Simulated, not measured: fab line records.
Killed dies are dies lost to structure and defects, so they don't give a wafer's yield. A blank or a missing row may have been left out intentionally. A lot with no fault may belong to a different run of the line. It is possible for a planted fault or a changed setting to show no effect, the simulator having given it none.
Matching of chambers ; flow n5_finfet ; pecvd-02 running N5_FIN_SAQP_HM_DEP_72: 3 sister chambers
The step deposits SiO2 from SiH4/N2O, target thk 12 nm, time 7.2 s. 17 wafers are shown with their chamber, then 8 later ones without.

== WAFERS PAIRED WITH THEIR CHAMBERS ==
wafer;chamber;showerhead_plenum_p_Torr (Torr);heater_power_w (W);chamber_pressure_Torr (Torr)
L163.2;1;8.06;723;0.7522
L163.3;0;8.36;803;0.7461
L163.4;1;8.05;724;0.7523
L164.1;1;8.06;779;0.7523
L164.2;2;8.36;739;0.7522
L164.5;0;8.36;705;0.7486
L166.2;0;8.36;713;0.7513
L166.3;2;8.35;863;0.7487
L166.6;1;8.08;756;0.7476
L168.3;0;8.34;742;0.7497
L168.6;1;8.04;689;0.7478
L169.3;1;8.06;768;0.7520
L169.6;2;8.33;752;0.7523
L175.3;2;8.35;803;0.7514
L175.4;0;8.38;698;0.7511
L175.5;2;8.33;834;0.7498
L177.1;2;8.37;787;0.7497

SIGNATURES (averages over the wafers above)
reading;chamber 0;chamber 1;chamber 2;scatter within a chamber
showerhead_plenum_p_Torr;8.3600;8.0583;8.3483;0.0146
heater_power_w;732.20;739.83;796.33;41.7
chamber_pressure_Torr;0.749360;0.750700;0.750683;0.00201
Rule: a wafer's distance from a chamber is the root of the sum, over the readings, of the square of ((its reading less the chamber's mean) divided by the reading's scatter). If the next closest chamber is less than 2 further off than the closest, the wafer can't be placed; otherwise it belongs to the closest. How the scatter is found: for the shown wafers, subtract from each reading the mean of its chamber, square and add these, divide the total by (wafers less chambers), then take the root.

== WAFERS MISSING THEIR CHAMBER ==
wafer;showerhead_plenum_p_Torr (Torr);heater_power_w (W);chamber_pressure_Torr (Torr)
L177.2;8.35;835;0.7500
L177.6;8.35;842;0.7483
L180.1;8.36;839;0.7505
L180.2;8.37;793;0.7519
L180.5;8.32;841;0.7488
L184.2;8.35;783;0.7479
L184.5;8.04;757;0.7507
L184.6;8.33;780;0.7488

== EACH ONE'S CHAMBER ==
wafer;from the rows above;in truth
L177.2;can't be placed: 2 or 0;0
L177.6;can't be placed: 2 or 0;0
L180.1;can't be placed: 2 or 0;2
L180.2;can't be placed: 2 or 0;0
L180.5;can't be placed: 2 or 0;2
L184.2;can't be placed: 2 or 0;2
L184.5;1;1
L184.6;can't be placed: 2 or 0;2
Placed correctly: 1 of 8. Unplaceable from these rows: 7, with the true chamber sitting among the candidates in 7. Number placed wrongly: 0.
